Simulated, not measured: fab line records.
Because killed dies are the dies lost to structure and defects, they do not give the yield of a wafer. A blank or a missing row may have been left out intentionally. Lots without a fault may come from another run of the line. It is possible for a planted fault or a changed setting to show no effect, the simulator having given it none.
What tool caused it? + flow nand harc + 6 lots with 18 wafers sampled at 3 steps, on a route of 1159 steps

## WHAT EACH GAUGE READ, for each wafer
NHARC_END_SORT_01.
| lot  | measured     | on        | killed at other |
|------|--------------|-----------|-----------------|
| L904 | day 20 01:14 | prober-02 | 0 0 0           |
| L908 | day 21 17:19 | prober-01 | 0               |
| L909 | day 22 07:53 | prober-01 | 1 0 1           |

## EACH LOT AND THE TOOL THAT RAN IT (in order: tool; ch and the chambers of the sampled wafers; start)
| lot  | NHARC_A_M1_ETCH_15                 | NHARC_A_BONDPAD_PRE_CLEAN_26            |
|------|------------------------------------|-----------------------------------------|
| L904 | rie diel-13 ch 1,3, day 18 09:02   | pvd sputter-02, day 19 02:11 or earlier |
| L902 | rie diel-09 ch 0,1,2, day 18 13:52 | pvd sputter-02, day 19 11:34 or earlier |
| L908 | rie diel-09 ch 1,2,3, day 20 03:53 | pvd sputter-02, day 21 00:29 or earlier |
| L911 | rie diel-11 ch 0,1, day 20 10:25   | pvd sputter-03, day 21 09:10 or earlier |
| L909 | rie diel-09 ch 0,2, day 20 16:11   | pvd sputter-01, day 21 12:46 or earlier |
| L919 | rie diel-13 ch 0,1,2, day 23 03:50 | pvd sputter-01, day 23 23:43 or earlier |
- NHARC_A_M1_ETCH_15: etches the open film in C4F8/Ar, target depth 182.5 nm, time 91.2 s.
- NHARC_A_BONDPAD_PRE_CLEAN_26: time 30 s.

## THE ANSWER, worked out from the rows above alone
Rule: usual is defined by the lots themselves. Put in order of their means at a reading, lots are off if they are a third of the lots or fewer, leave a main group of 4 or more, and stand apart from it by a gap of 3 or more times the standard deviation of the main group's means; of several such gaps the widest counts. The tables above print the reading to a certain number of digits; a main group whose means all agree to those digits is not used. A lot without any number at a reading at which 4 lots or more have one is off too. Where the step has rows for the other lots, those lots are counted as sound.
No lot is off at any reading shown: from this, nothing can be told.

## WHAT THE SIMULATOR HAD PUT IN
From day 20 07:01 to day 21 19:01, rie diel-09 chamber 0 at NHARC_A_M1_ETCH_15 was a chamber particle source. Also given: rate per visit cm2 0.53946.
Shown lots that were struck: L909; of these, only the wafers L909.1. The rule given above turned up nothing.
